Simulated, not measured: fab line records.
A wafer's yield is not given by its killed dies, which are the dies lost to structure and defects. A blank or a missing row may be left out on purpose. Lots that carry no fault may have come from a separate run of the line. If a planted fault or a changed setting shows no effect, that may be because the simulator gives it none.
Chamber matching + flow nand-harc + 3 sister chambers for NHARC_A_STAIRCASE_DEP_325 on pecvd-04
The step deposits SiO2, target thk 3800 nm. 3 wafers are shown with their chamber, then 8 later ones without.

== WAFERS PAIRED WITH THEIR CHAMBERS ==
| wafer  | chamber | heater-power-w (W) |
|--------|---------|--------------------|
| L084.4 | 2       | 517                |
| L084.6 | 0       | 559                |
| L086.1 | 1       | 655                |

== WAFERS WITHOUT THEIR CHAMBER ==
| wafer  | heater-power-w (W) |
|--------|--------------------|
| L086.2 | 579                |
| L086.3 | 617                |
| L088.1 | 718                |
| L088.5 | 511                |
| L088.6 | 579                |
| L092.2 | 660                |
| L092.3 | 605                |
| L092.6 | 566                |

== CHAMBER TAKEN BY EACH ==
| wafer  | from the rows above          | in truth |
|--------|------------------------------|----------|
| L086.2 | can't be placed: 0 or 2 or 1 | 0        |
| L086.3 | can't be placed: 1 or 0 or 2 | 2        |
| L088.1 | 1                            | 1        |
| L088.5 | can't be placed: 2 or 0      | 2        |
| L088.6 | can't be placed: 0 or 2 or 1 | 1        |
| L092.2 | 1                            | 1        |
| L092.3 | can't be placed: 0 or 1 or 2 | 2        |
| L092.6 | can't be placed: 0 or 2      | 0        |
Correctly placed: 2 of 8. Cannot be placed on the basis of these rows: 6; the candidates contain the true chamber in 6. Placed wrongly: 0.
How it was worked out, from the rows above alone: a wafer's distance from a chamber is the root of the sum, over the readings, of the square of ((its reading less the chamber's mean) divided by the reading's scatter). If the next closest chamber is less than 2 further off than the closest, the wafer can't be placed; otherwise it belongs to the closest. The mean given for a chamber averages the wafers shown for that chamber. The scatter: root of mean squared gap, hidden wafer to nearest shown wafer, with one shown wafer a chamber.
